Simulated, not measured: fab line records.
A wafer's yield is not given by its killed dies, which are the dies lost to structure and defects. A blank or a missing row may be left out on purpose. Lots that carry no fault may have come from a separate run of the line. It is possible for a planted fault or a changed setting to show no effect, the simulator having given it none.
Chamber matching | flow nand-harc | NHARC_A_ZERO_WELL_ETCH_19 on rie-diel-01: 4 sister chambers
The step etches the open film in N2/H2, target depth 80 nm, overetch 24 nm, time 87.88 s. 16 wafers are shown with their chamber, then 8 later ones without.

== WAFERS PAIRED WITH THEIR CHAMBERS ==
wafer  | chamber | drypump-motor-current-A (A) | oes-product-au (a.u.) | rf-vpp-V (V)
L074.1 | 1       | 5.4                         | 0.996                 | 431.5
L074.2 | 2       | 6.0                         | 0.958                 | 433.4
L074.6 | 2       | 6.0                         | 0.973                 | 434.5
L079.1 | 2       | 6.0                         | 0.958                 | 433.4
L079.3 | 0       | 6.1                         | 1.003                 | 432.8
L079.6 | 0       | 6.1                         | 1.000                 | 431.8
L081.2 | 2       | 6.0                         | 0.980                 | 433.4
L081.4 | 3       | 5.8                         | 0.993                 | 429.9
L081.5 | 3       | 5.8                         | 0.991                 | 431.7
L089.2 | 2       | 6.0                         | 0.980                 | 433.2
L089.4 | 0       | 6.1                         | 1.009                 | 433.4
L089.6 | 0       | 6.1                         | 0.994                 | 431.8
L091.1 | 0       | 6.1                         | 1.005                 | 431.6
L091.3 | 3       | 5.9                         | 0.997                 | 430.5
L091.5 | 2       | 6.0                         | 0.988                 | 434.4
L092.2 | 3       | 5.9                         | 0.984                 | 431.8

SIGNATURES, as means of the wafers listed above
reading                 | chamber 0 | chamber 1 | chamber 2 | chamber 3 | scatter within a chamber
drypump-motor-current-A | 6.100     | 5.400     | 6.000     | 5.850     | 0.0289
oes-product-au          | 1.00220   | 0.99600   | 0.97283   | 0.99125   | 0.00908
rf-vpp-V                | 432.280   | 431.500   | 433.717   | 430.975   | 0.746
Rule: for each reading, subtract the chamber's mean from the wafer's reading, divide by that reading's scatter and square the result; add these up over the readings and take the root, which gives the wafer's distance from the chamber. The wafer belongs to the nearest chamber; if the next one is less than 2 further off, it can't be placed. The scatter is the square root of a quotient: the sum, over the shown wafers, of each reading's squared deviation from its chamber's mean, divided by wafers minus chambers.

== WAFERS WHOSE CHAMBER IS MISSING ==
wafer  | drypump-motor-current-A (A) | oes-product-au (a.u.) | rf-vpp-V (V)
L092.4 | 6.1                         | 0.969                 | 433.0
L092.5 | 5.4                         | 0.991                 | 432.5
L094.1 | 5.4                         | 0.993                 | 431.7
L094.3 | 5.9                         | 0.976                 | 431.3
L094.5 | 6.0                         | 0.972                 | 433.6
L093.2 | 6.1                         | 0.997                 | 432.8
L093.3 | 6.0                         | 0.973                 | 432.6
L093.5 | 5.4                         | 0.995                 | 431.8

== THE CHAMBER EACH PASSED THROUGH ==
wafer  | from the rows above     | in truth
L092.4 | can't be placed: 2 or 0 | 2
L092.5 | 1                       | 1
L094.1 | 1                       | 1
L094.3 | 3                       | 3
L094.5 | 2                       | 2
L093.2 | 0                       | 0
L093.3 | 2                       | 2
L093.5 | 1                       | 1
Correctly placed: 7 of 8. Can't be placed from these rows: 1 (the true chamber is among the candidates in 1). Wrongly placed: 0.
